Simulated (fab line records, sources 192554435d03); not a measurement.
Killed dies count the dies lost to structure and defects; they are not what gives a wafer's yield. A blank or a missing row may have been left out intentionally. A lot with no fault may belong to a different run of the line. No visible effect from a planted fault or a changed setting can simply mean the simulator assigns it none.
Chamber matching :: flow n5Finfet :: 3 sister chambers for N5_BEOL_M6_DESCUM_16 on rieDiel-05
The step chemistry O2, time 7.9 s. 20 wafers are shown with their chamber, then 10 later ones without.

WAFERS, EACH WITH ITS CHAMBER
wafer: L075.2
chamber: 1
drypumpMotorCurrentA (A): 4.9
showerheadPlenumPTorr (Torr): 2.08
oesProductAu (a.u.): 0.71

wafer: L075.5
chamber: 1
drypumpMotorCurrentA (A): 4.9
showerheadPlenumPTorr (Torr): 2.08
oesProductAu (a.u.): 0.70

wafer: L075.6
chamber: 0
drypumpMotorCurrentA (A): 6.3
showerheadPlenumPTorr (Torr): 1.98
oesProductAu (a.u.): 0.79

wafer: L081.2
chamber: 0
drypumpMotorCurrentA (A): 6.3
showerheadPlenumPTorr (Torr): 1.98
oesProductAu (a.u.): 0.77

wafer: L081.3
chamber: 0
drypumpMotorCurrentA (A): 6.3
showerheadPlenumPTorr (Torr): 1.98
oesProductAu (a.u.): 0.78

wafer: L081.5
chamber: 2
drypumpMotorCurrentA (A): 5.9
showerheadPlenumPTorr (Torr): 2.04
oesProductAu (a.u.): 0.83

wafer: L084.1
chamber: 0
drypumpMotorCurrentA (A): 6.3
showerheadPlenumPTorr (Torr): 1.97
oesProductAu (a.u.): 0.77

wafer: L084.4
chamber: 2
drypumpMotorCurrentA (A): 5.9
showerheadPlenumPTorr (Torr): 2.04
oesProductAu (a.u.): 0.81

wafer: L084.6
chamber: 0
drypumpMotorCurrentA (A): 6.3
showerheadPlenumPTorr (Torr): 1.97
oesProductAu (a.u.): 0.76

wafer: L090.1
chamber: 1
drypumpMotorCurrentA (A): 4.9
showerheadPlenumPTorr (Torr): 2.07
oesProductAu (a.u.): 0.69

wafer: L090.2
chamber: 2
drypumpMotorCurrentA (A): 5.9
showerheadPlenumPTorr (Torr): 2.03
oesProductAu (a.u.): 0.81

wafer: L090.6
chamber: 2
drypumpMotorCurrentA (A): 5.9
showerheadPlenumPTorr (Torr): 2.03
oesProductAu (a.u.): 0.81

wafer: L091.2
chamber: 1
drypumpMotorCurrentA (A): 4.9
showerheadPlenumPTorr (Torr): 2.07
oesProductAu (a.u.): 0.68

wafer: L091.3
chamber: 0
drypumpMotorCurrentA (A): 6.3
showerheadPlenumPTorr (Torr): 1.97
oesProductAu (a.u.): 0.76

wafer: L091.4
chamber: 2
drypumpMotorCurrentA (A): 6.0
showerheadPlenumPTorr (Torr): 2.03
oesProductAu (a.u.): 0.80

wafer: L089.2
chamber: 0
drypumpMotorCurrentA (A): 6.3
showerheadPlenumPTorr (Torr): 1.97
oesProductAu (a.u.): 0.76

wafer: L089.3
chamber: 2
drypumpMotorCurrentA (A): 5.9
showerheadPlenumPTorr (Torr): 2.03
oesProductAu (a.u.): 0.81

wafer: L089.6
chamber: 0
drypumpMotorCurrentA (A): 6.3
showerheadPlenumPTorr (Torr): 1.97
oesProductAu (a.u.): 0.76

wafer: L093.1
chamber: 0
drypumpMotorCurrentA (A): 6.3
showerheadPlenumPTorr (Torr): 1.96
oesProductAu (a.u.): 0.76

wafer: L093.5
chamber: 0
drypumpMotorCurrentA (A): 6.3
showerheadPlenumPTorr (Torr): 1.96
oesProductAu (a.u.): 0.77

SIGNATURES (means of the wafers above)
reading: drypumpMotorCurrentA
chamber 0: 6.300
chamber 1: 4.900
chamber 2: 5.917
scatter within a chamber: 0.0221

reading: showerheadPlenumPTorr
chamber 0: 1.9710
chamber 1: 2.0750
chamber 2: 2.0333
scatter within a chamber: 0.00652

reading: oesProductAu
chamber 0: 0.7680
chamber 1: 0.6950
chamber 2: 0.8117
scatter within a chamber: 0.0107
Rule: for each reading, subtract the chamber's mean from the wafer's reading, divide by that reading's scatter and square the result; add these up over the readings and take the root, which gives the wafer's distance from the chamber. The wafer belongs to the nearest chamber; if the next one is less than 2 further off, it can't be placed. The scatter: the root of (the sum of the squares of (reading less its chamber's mean) over the shown wafers, divided by (wafers less chambers)).

WAFERS WITH NO CHAMBER GIVEN
wafer: L093.6
drypumpMotorCurrentA (A): 4.9
showerheadPlenumPTorr (Torr): 2.07
oesProductAu (a.u.): 0.68

wafer: L092.2
drypumpMotorCurrentA (A): 5.9
showerheadPlenumPTorr (Torr): 2.03
oesProductAu (a.u.): 0.80

wafer: L092.4
drypumpMotorCurrentA (A): 4.9
showerheadPlenumPTorr (Torr): 2.07
oesProductAu (a.u.): 0.67

wafer: L092.6
drypumpMotorCurrentA (A): 6.3
showerheadPlenumPTorr (Torr): 1.96
oesProductAu (a.u.): 0.76

wafer: L095.1
drypumpMotorCurrentA (A): 5.9
showerheadPlenumPTorr (Torr): 2.03
oesProductAu (a.u.): 0.79

wafer: L095.2
drypumpMotorCurrentA (A): 6.3
showerheadPlenumPTorr (Torr): 1.96
oesProductAu (a.u.): 0.75

wafer: L095.4
drypumpMotorCurrentA (A): 6.3
showerheadPlenumPTorr (Torr): 1.96
oesProductAu (a.u.): 0.75

wafer: L097.1
drypumpMotorCurrentA (A): 6.3
showerheadPlenumPTorr (Torr): 1.96
oesProductAu (a.u.): 0.74

wafer: L097.4
drypumpMotorCurrentA (A): 6.3
showerheadPlenumPTorr (Torr): 1.96
oesProductAu (a.u.): 0.74

wafer: L097.5
drypumpMotorCurrentA (A): 6.0
showerheadPlenumPTorr (Torr): 2.02
oesProductAu (a.u.): 0.77

CHAMBER TAKEN BY EACH
wafer: L093.6
from the rows above: 1
in truth: 1

wafer: L092.2
from the rows above: 2
in truth: 2

wafer: L092.4
from the rows above: 1
in truth: 1

wafer: L092.6
from the rows above: 0
in truth: 0

wafer: L095.1
from the rows above: 2
in truth: 2

wafer: L095.2
from the rows above: 0
in truth: 0

wafer: L095.4
from the rows above: 0
in truth: 0

wafer: L097.1
from the rows above: 0
in truth: 0

wafer: L097.4
from the rows above: 0
in truth: 0

wafer: L097.5
from the rows above: 2
in truth: 2
Placed correctly: 10 of 10. From these rows, 0 cannot be placed. Placed wrongly: 0.
